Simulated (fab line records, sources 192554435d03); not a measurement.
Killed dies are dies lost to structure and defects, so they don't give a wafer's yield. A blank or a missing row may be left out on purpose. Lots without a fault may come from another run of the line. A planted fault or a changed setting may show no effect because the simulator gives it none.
Split-lot experiment | flow n5_finfet | 7 lots, 39 wafers read, on a route of 1938 steps

THE SPLIT
At N5_DUMMY_GATE_ALD_02 (deposits SiO2, target thk 2 nm, pulse time 1 s), the setting target_thk_a was moved away from the recipe's 20 angstrom on 15 of the 39 wafers read, by -12.9% to +7.8%. The other wafers ran this setting at the recipe's value.

FROM THE SPLIT TO THE READING: what the file shows between them, 2 steps
- N5_DUMMY_GATE_ETCH_37: etches SOC in N2/H2, target depth 60 nm, overetch 30 nm (also split here: source_w)
- N5_DUMMY_GATE_ETCH_32: etches SiO2 in CF4, target depth 3.5 nm, time 3.9 s (also split here: time_s)

THE READING
SiO2_of_DUMMY_GATE_ALD_02.thk_nm (the simulator's own value, which no gauge read), in nm, at N5_DUMMY_GATE_ETCH_44 (etches poly-Si in HBr/O2, stops on SiO2, target depth 127.5 nm). The file gives no usual value for it.

wafer  | tool, chamber at the split | target_thk_a as run, angstrom | against the recipe | SiO2_of_DUMMY_GATE_ALD_02.thk_nm, nm | against lot-mates on the recipe
L074.2 | ald_sin-04, 3,0,2          | 20                            | recipe             | 2                                    | -
L074.3 | ald_sin-04, 3,0,2          | 20                            | recipe             | 2                                    | -
L074.6 | ald_sin-04, 3,0,2          | 20                            | recipe             | 2                                    | -
L082.1 | ald_sin-03, 2,1,3          | 20.86                         | +4.3%              | 2                                    | +0.0
L082.4 | ald_sin-03, 2,1,3          | 20.86                         | +4.3%              | 2                                    | +0.0
L082.2 | ald_sin-03, 2,1,3          | 20.86                         | +4.3%              | 2                                    | +0.0
L082.3 | ald_sin-03, 0,1,2          | 20                            | recipe             | 2                                    | -
L082.5 | ald_sin-03, 0,1,2          | 20                            | recipe             | 2                                    | -
L082.6 | ald_sin-03, 0,1,2          | 20                            | recipe             | 2                                    | -
L088.1 | ald_sin-03, 0,0,3          | 21.55                         | +7.8%              | 2.2                                  | +0.2
L088.2 | ald_sin-03, 1,3,2          | 20                            | recipe             | 2                                    | -
L088.3 | ald_sin-03, 1,3,2          | 20                            | recipe             | 2                                    | -
L088.4 | ald_sin-03, 1,3,2          | 20                            | recipe             | 2                                    | -
L088.5 | ald_sin-03, 0,0,3          | 21.55                         | +7.8%              | 2.2                                  | +0.2
L088.6 | ald_sin-03, 0,0,3          | 21.55                         | +7.8%              | 2.2                                  | +0.2
L090.1 | ald_sin-03, 0,3,3          | 20                            | recipe             | 2                                    | -
L090.6 | ald_sin-03, 0,3,3          | 20                            | recipe             | 2                                    | -
L090.2 | ald_sin-03, 0,3,3          | 20                            | recipe             | 2                                    | -
L090.3 | ald_sin-03, 1,2,2          | 18.7                          | -6.5%              | 1.8                                  | -0.2
L090.4 | ald_sin-03, 1,2,2          | 18.7                          | -6.5%              | 1.8                                  | -0.2
L090.5 | ald_sin-03, 1,2,2          | 18.7                          | -6.5%              | 1.8                                  | -0.2
L092.1 | ald_sin-02, 1,3,0          | 17.77                         | -11.2%             | 1.8                                  | -0.2
L092.5 | ald_sin-02, 1,3,0          | 17.77                         | -11.2%             | 1.8                                  | -0.2
L092.2 | ald_sin-02, 2,0,1          | 20                            | recipe             | 2                                    | -
L092.6 | ald_sin-02, 2,0,1          | 20                            | recipe             | 2                                    | -
L092.3 | ald_sin-02, 1,3,0          | 17.77                         | -11.2%             | 1.8                                  | -0.2
L092.4 | ald_sin-02, 2,0,1          | 20                            | recipe             | 2                                    | -
L093.1 | ald_sin-02, 1,0,1          | 17.43                         | -12.9%             | 1.6                                  | -0.4
L093.5 | ald_sin-02, 1,0,1          | 17.43                         | -12.9%             | 1.6                                  | -0.4
L093.2 | ald_sin-02, 1,0,1          | 17.43                         | -12.9%             | 1.8                                  | -0.2
L093.3 | ald_sin-02, 2,3,2          | 20                            | recipe             | 2                                    | -
L093.6 | ald_sin-02, 2,3,2          | 20                            | recipe             | 2                                    | -
L093.4 | ald_sin-02, 2,3,2          | 20                            | recipe             | 2                                    | -
L096.1 | ald_sin-04, 0,2,1,3,1,2    | 20                            | recipe             | 2                                    | -
L096.2 | ald_sin-04, 0,2,1,3,1,2    | 20                            | recipe             | 2                                    | -
L096.3 | ald_sin-04, 0,2,1,3,1,2    | 20                            | recipe             | 2                                    | -
L096.4 | ald_sin-04, 0,2,1,3,1,2    | 20                            | recipe             | 2                                    | -
L096.5 | ald_sin-04, 0,2,1,3,1,2    | 20                            | recipe             | 2                                    | -
L096.6 | ald_sin-04, 0,2,1,3,1,2    | 20                            | recipe             | 2                                    | -
Where a row lists several chambers, the file gives one row for several wafers and doesn't say which wafer went through which chamber.

THE FIT
A straight line over all 39 wafers: SiO2_of_DUMMY_GATE_ALD_02.thk_nm changes by +0.0224 nm for each +1% of target_thk_a; r = +0.94; the points scatter about the line by 0.045 nm.
The same after taking each lot's own level away (the mean of its wafers on the recipe; 39 wafers): +0.0224 nm for each +1%; r = +0.94; scatter 0.045 nm.
On that fit, the largest move of target_thk_a shifts the reading by 0.29 nm.
The lots' own levels span 2.00 to 2.00 nm.
So the lot-to-lot level changes the slope little: the two slopes agree.
Check: with one of the wafers moved furthest among these (-12.9%) left out of the fit, the line predicts -0.281 nm for it against its lot-mates. It came out at -0.4 nm against them.

OTHER SPLITS ON THESE WAFERS
These wafers also went through other splits before the reading. Each is held against what the fit with the lots' levels taken away leaves over:
other split on the same wafers        | wafers away from the commonest value | r with SiO2_of_DUMMY_GATE_ALD_02.thk_nm (lot level and that fit taken away)
N5_FIN_SAQP_ALD_61 ald_cycles         | 18                                   | -0.12
N5_FIN_CUT_CUT_ETCH_15 target_depth_a | 18                                   | -0.14
N5_DUMMY_GATE_ETCH_37 source_w        | 9                                    | -0.09
N5_DUMMY_GATE_ETCH_32 time_s          | 15                                   | +0.02

THE FILE'S OWN FIT
SiO2_of_DUMMY_GATE_ALD_02.thk_nm changes by +0.0228 nm for each +1% of target_thk_a, r = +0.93.
